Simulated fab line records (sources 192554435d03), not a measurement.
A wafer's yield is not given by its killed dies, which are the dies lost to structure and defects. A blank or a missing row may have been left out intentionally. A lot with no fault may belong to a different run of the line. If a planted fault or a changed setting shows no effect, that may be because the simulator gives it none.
Chamber matching | flow n5 finfet | N5_FIN_SAQP_HM_DEP_03 on pecvd-02: 3 sister chambers
The step deposits SiNx from SiH4/NH3/N2, target thk 38 nm, time 33.6 s. 6 wafers are shown with their chamber, then 8 later ones without.

== WAFERS PAIRED WITH THEIR CHAMBERS ==
wafer  | chamber | showerhead plenum p Torr (Torr) | throttle valve pct (%)
L319.5 | 2       | 5.03                            | 37.3
L319.6 | 0       | 5.12                            | 39.1
L323.2 | 2       | 5.03                            | 37.2
L323.3 | 1       | 5.29                            | 40.6
L323.5 | 0       | 5.11                            | 39.3
L333.1 | 1       | 5.29                            | 40.1

== WAFERS WITHOUT THEIR CHAMBER ==
wafer  | showerhead plenum p Torr (Torr) | throttle valve pct (%)
L333.4 | 5.30                            | 40.3
L333.5 | 5.13                            | 39.2
L334.1 | 5.13                            | 39.4
L334.2 | 5.29                            | 40.3
L334.5 | 5.29                            | 40.4
L335.2 | 5.28                            | 40.3
L335.3 | 5.14                            | 39.4
L335.5 | 5.28                            | 40.3

== CHAMBER TAKEN BY EACH ==
wafer  | from the rows above | in truth
L333.4 | 1                   | 1
L333.5 | 0                   | 0
L334.1 | 0                   | 0
L334.2 | 1                   | 1
L334.5 | 1                   | 1
L335.2 | 1                   | 1
L335.3 | 0                   | 0
L335.5 | 1                   | 1
8 of 8 placed correctly. Left unplaced by these rows: 0. 0 placed wrongly.
How it was worked out, from the rows above alone: a wafer's distance from a chamber is the root of the sum, over the readings, of the square of ((its reading less the chamber's mean) divided by the reading's scatter). The wafer belongs to the nearest chamber; if the next one is less than 2 further off, it can't be placed. A chamber's mean is the mean of its shown wafers. The scatter: take each reading less its chamber's mean, square it, sum over the shown wafers, divide by the number of wafers less the number of chambers, and take the root.
